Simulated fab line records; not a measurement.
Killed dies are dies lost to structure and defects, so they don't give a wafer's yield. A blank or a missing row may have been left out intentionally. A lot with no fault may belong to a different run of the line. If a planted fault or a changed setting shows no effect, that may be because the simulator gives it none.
Matching of chambers :: flow nand-harc :: NHARC_P_M0_DEP_00 on pecvd-02: 3 sister chambers
The step deposits SiOC, target thk 150 nm. 3 wafers are shown with their chamber, then 7 later ones without.

== EACH WAFER AND ITS CHAMBER ==
wafer: L970.5
chamber: 1
showerhead-vpp-V (V): 1402

wafer: L979.2
chamber: 2
showerhead-vpp-V (V): 1488

wafer: L979.5
chamber: 0
showerhead-vpp-V (V): 1445

== WAFERS WHOSE CHAMBER IS MISSING ==
wafer: L979.6
showerhead-vpp-V (V): 1480

wafer: L980.2
showerhead-vpp-V (V): 1426

wafer: L980.4
showerhead-vpp-V (V): 1517

wafer: L980.5
showerhead-vpp-V (V): 1475

wafer: L982.1
showerhead-vpp-V (V): 1495

wafer: L982.2
showerhead-vpp-V (V): 1412

wafer: L982.3
showerhead-vpp-V (V): 1478

== WHICH CHAMBER EACH WENT THROUGH ==
wafer: L979.6
from the rows above: can't be placed: 2 or 0
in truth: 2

wafer: L980.2
from the rows above: can't be placed: 0 or 1
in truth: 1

wafer: L980.4
from the rows above: 2
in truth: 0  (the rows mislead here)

wafer: L980.5
from the rows above: can't be placed: 2 or 0
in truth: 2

wafer: L982.1
from the rows above: 2
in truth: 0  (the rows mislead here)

wafer: L982.2
from the rows above: can't be placed: 1 or 0
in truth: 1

wafer: L982.3
from the rows above: can't be placed: 2 or 0
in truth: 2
Correctly placed: 0 of 7. Cannot be placed on the basis of these rows: 5; the candidates contain the true chamber in 5. 2 placed wrongly.
How it was worked out, from the rows above alone: a wafer's distance from a chamber is the root of the sum, over the readings, of the square of ((its reading less the chamber's mean) divided by the reading's scatter). The wafer belongs to the nearest chamber; if the next one is less than 2 further off, it can't be placed. A chamber's mean is the mean of its shown wafers. The scatter: with one shown wafer a chamber, the root of the mean of the squares of how far each hidden wafer lies from its nearest shown one.
